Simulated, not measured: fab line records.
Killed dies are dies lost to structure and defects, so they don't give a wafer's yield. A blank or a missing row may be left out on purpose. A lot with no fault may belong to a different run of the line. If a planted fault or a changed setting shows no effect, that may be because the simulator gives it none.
Which tool did it? :: flow nand harc :: 20 wafers from 7 lots sampled at 3 of the route's 1302 steps

## WHAT THE GAUGES SHOWED, per wafer
NHARC_A_ONON_D2_THK_MEAS_14: measures by ellipsometry.
lot: L515
measured: day 13 23:45
on: film metro-01
thk nm (nm): 984 985 987

lot: L520
measured: day 15 18:41
on: film metro-01
thk nm (nm): 998 996 998

lot: L526
measured: day 17 06:06
on: film metro-02
thk nm (nm): 993 996 996

lot: L525
measured: day 17 17:06
on: film metro-01
thk nm (nm): 944 1005

lot: L529
measured: day 19 04:08
on: film metro-01
thk nm (nm): 1008 1006 1007

lot: L532
measured: day 20 17:29
on: film metro-01
thk nm (nm): 1005 1005 1004

lot: L533
measured: day 21 07:33
on: film metro-01
thk nm (nm): 996 998 999

## TOOL THAT RAN EACH LOT (tool first, then ch and the chambers of the sampled wafers, then the start)
lot: L515
NHARC_A_CHANNEL_FILL_D1_ALD_02: ald hk-01 ch 1,2,3, day 10 01:03
NHARC_A_ONON_D2_DEP_12: pecvd onon-01 ch 0, day 13 23:14

lot: L520
NHARC_A_CHANNEL_FILL_D1_ALD_02: ald hk-01 ch 1,2,3, day 12 02:23
NHARC_A_ONON_D2_DEP_12: pecvd onon-04 ch 0, day 15 18:11

lot: L526
NHARC_A_CHANNEL_FILL_D1_ALD_02: ald hk-03 ch 1,2,3, day 13 16:41
NHARC_A_ONON_D2_DEP_12: pecvd onon-01 ch 0, day 17 05:38

lot: L525
NHARC_A_CHANNEL_FILL_D1_ALD_02: ald hk-02 ch 0,2, day 14 01:37
NHARC_A_ONON_D2_DEP_12: pecvd onon-04 ch 0, day 17 16:43

lot: L529
NHARC_A_CHANNEL_FILL_D1_ALD_02: ald hk-03 ch 0,1,2, day 15 12:49
NHARC_A_ONON_D2_DEP_12: pecvd onon-01 ch 0, day 19 03:44

lot: L532
NHARC_A_CHANNEL_FILL_D1_ALD_02: ald hk-02 ch 0,3, day 17 02:27
NHARC_A_ONON_D2_DEP_12: pecvd onon-04 ch 0, day 20 16:58

lot: L533
NHARC_A_CHANNEL_FILL_D1_ALD_02: ald hk-02 ch 0,1,3, day 17 19:07
NHARC_A_ONON_D2_DEP_12: pecvd onon-04 ch 0, day 21 07:05
- NHARC_A_CHANNEL_FILL_D1_ALD_02: deposits SiO2, target thk 6 nm, pulse time 10 s, ald cycles 60.
- NHARC_A_ONON_D2_DEP_12: target thk 1000 nm.

## THE ANSWER, worked out from the rows above alone
Rule: the usual values come from the lots themselves. The widest of any qualifying gaps counts: lots, ordered by their means at a reading, are off when they make up no more than a third of the lots, leave a main group of 4 or more, and stand apart from it by 3 or more times the standard deviation of that group's means. A main group whose means are all the same, to the digits that the tables above print for the reading, isn't used. A lot without any number at a reading at which 4 lots or more have one is off too. Any other lot the step has rows for is counted as sound.
Nothing can be told from this: no lot is off at any reading shown.

## WHAT THE SIMULATOR HAD PUT IN
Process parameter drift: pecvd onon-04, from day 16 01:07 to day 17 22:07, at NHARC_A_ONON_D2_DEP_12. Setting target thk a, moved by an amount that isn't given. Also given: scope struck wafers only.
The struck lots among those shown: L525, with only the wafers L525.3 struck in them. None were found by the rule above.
